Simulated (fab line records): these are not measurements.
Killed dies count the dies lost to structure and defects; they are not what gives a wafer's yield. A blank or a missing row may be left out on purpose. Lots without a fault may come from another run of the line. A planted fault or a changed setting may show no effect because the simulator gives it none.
Lot-split experiment | flow n5 finfet | on a route of 1938 steps: 7 lots, 21 wafers read

ABOUT THE SPLIT
At N5_DUMMY_GATE_EXPOSE_12 (exposes mask GATE, target cd 25 nm), the setting dose mj was moved away from the recipe's 34 on 6 of the 21 wafers read, by -6.7% to +3.1%. All remaining wafers had this setting at the recipe value.

FROM THE SPLIT TO THE READING: what the file shows between them, 13 steps
- N5_DUMMY_GATE_PEB_13: peb time 60 s
- N5_DUMMY_GATE_DEVELOP_14: develop time 30 s
- N5_DUMMY_GATE_CD_MEAS_15: target cd 25.8 nm
- N5_DUMMY_GATE_ETCH_29: etches underlayer in N2/H2, target depth 13 nm
- N5_DUMMY_GATE_ETCH_36: etches SiARC in CF4, target depth 13 nm
- N5_DUMMY_GATE_ETCH_37: etches SOC in N2/H2, target depth 60 nm, overetch 30 nm
- N5_DUMMY_GATE_STRIP_38: strips in N2/H2
- N5_DUMMY_GATE_STRIP_39: strips in N2/H2
- N5_DUMMY_GATE_TRIM_49: chemistry O2, time 29 s, target cd 14 nm
- N5_DUMMY_GATE_STRIP_40: strips in CF4
- N5_DUMMY_GATE_ETCH_32: etches SiO2 in CF4, target depth 3.5 nm, time 3.9 s
- N5_DUMMY_GATE_ETCH_23: etches poly-Si in HBr/Cl2/O2, target depth 41 nm, time 22.3 s
- N5_DUMMY_GATE_ETCH_44: etches poly-Si in HBr/O2, stops on SiO2, target depth 127.5 nm

THE READING
cd nm (nm) at N5_DUMMY_GATE_CD_MEAS_24, where the cd target is 15 nm. Typical for fault-free wafers on this fab line: 15.07 nm, with standard deviation 0.28 nm.

wafer  | tool, chamber at the split | dose mj as run | against the recipe | cd nm, nm | against lot-mates on the recipe
L075.3 | euv scanner-02, 0          | 34             | recipe             | 15.00     | -
L075.4 | euv scanner-02, 0          | 34             | recipe             | 15.32     | -
L075.5 | euv scanner-02, 0          | 34             | recipe             | 15.27     | -
L077.1 | euv scanner-02, 0          | 34             | recipe             | 15.06     | -
L077.3 | euv scanner-02, 0          | 34             | recipe             | 14.87     | -
L077.6 | euv scanner-02, 0          | 35.05          | +3.1%              | 14.43     | -0.54
L084.2 | euv scanner-02, 0          | 34             | recipe             | 14.80     | -
L084.5 | euv scanner-02, 0          | 34             | recipe             | 14.73     | -
L084.6 | euv scanner-02, 0          | 34             | recipe             | 15.14     | -
L086.1 | euv scanner-02, 0          | 34             | recipe             | 14.95     | -
L086.4 | euv scanner-02, 0          | 31.72          | -6.7%              | 16.64     | +1.69
L086.6 | euv scanner-02, 0          | 31.72          | -6.7%              | 16.19     | +1.24
L087.3 | euv scanner-02, 0          | 32.56          | -4.2%              | 16.24     | +0.57
L087.4 | euv scanner-02, 0          | 34             | recipe             | 15.67     | -
L087.6 | euv scanner-02, 0          | 32.56          | -4.2%              | 15.98     | +0.31
L091.1 | euv scanner-01, 0          | 34             | recipe             | 15.26     | -
L091.3 | euv scanner-01, 0          | 34             | recipe             | 15.44     | -
L091.4 | euv scanner-01, 0          | 34             | recipe             | 14.94     | -
L097.4 | euv scanner-01, 0          | 32.56          | -4.2%              | 15.58     | +0.49
L097.5 | euv scanner-01, 0          | 34             | recipe             | 15.08     | -
L097.6 | euv scanner-01, 0          | 34             | recipe             | 15.11     | -

THE FIT
A straight line over all 21 wafers: cd nm changes by -0.197 nm for each +1% of dose mj; r = -0.90; the points scatter about the line by 0.25 nm.
The same after taking each lot's own level away (the mean of its wafers on the recipe; 21 wafers): -0.179 nm for each +1%; r = -0.91; scatter 0.21 nm.
On that fit, the largest move of dose mj shifts the reading by 1.2 nm.
From 14.890 to 15.670 nm: that is the span of the lots' own levels, equal to 2.8 times the standard deviation above.
So the lot-to-lot level changes the slope little: the two slopes agree.
Check: +0.975 nm against its lot-mates is what the line predicts for one of the wafers moved furthest among these (-6.7%) when that wafer is left out of the fit. Against them it came out at +1.69 nm.

THE WHOLE CHAIN: every reading that the file lists as answering this split, in the file's order
step                     | what it does                                                   | reading                                                           | change (the file's fit)               | r (the file's)
N5_DUMMY_GATE_CD_MEAS_15 | target cd 25.8 nm                                              | cd nm                                                             | -0.167 nm for each +1% of the setting | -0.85
N5_DUMMY_GATE_TRIM_49    | chemistry O2, time 29 s, target cd 14 nm                       | DUMMY_GATE.cd nm (the simulator's own value, which no gauge read) | -0.201 nm for each +1% of the setting | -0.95
N5_DUMMY_GATE_ETCH_44    | etches poly-Si in HBr/O2, stops on SiO2, target depth 127.5 nm | DUMMY_GATE.cd nm (the simulator's own value, which no gauge read) | -0.168 nm for each +1% of the setting | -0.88
N5_DUMMY_GATE_CD_MEAS_24 | target cd 15 nm                                                | cd nm                                                             | -0.17 nm for each +1% of the setting  | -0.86

THE FILE'S OWN FIT
cd nm changes by -0.17 nm for each +1% of dose mj, r = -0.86.
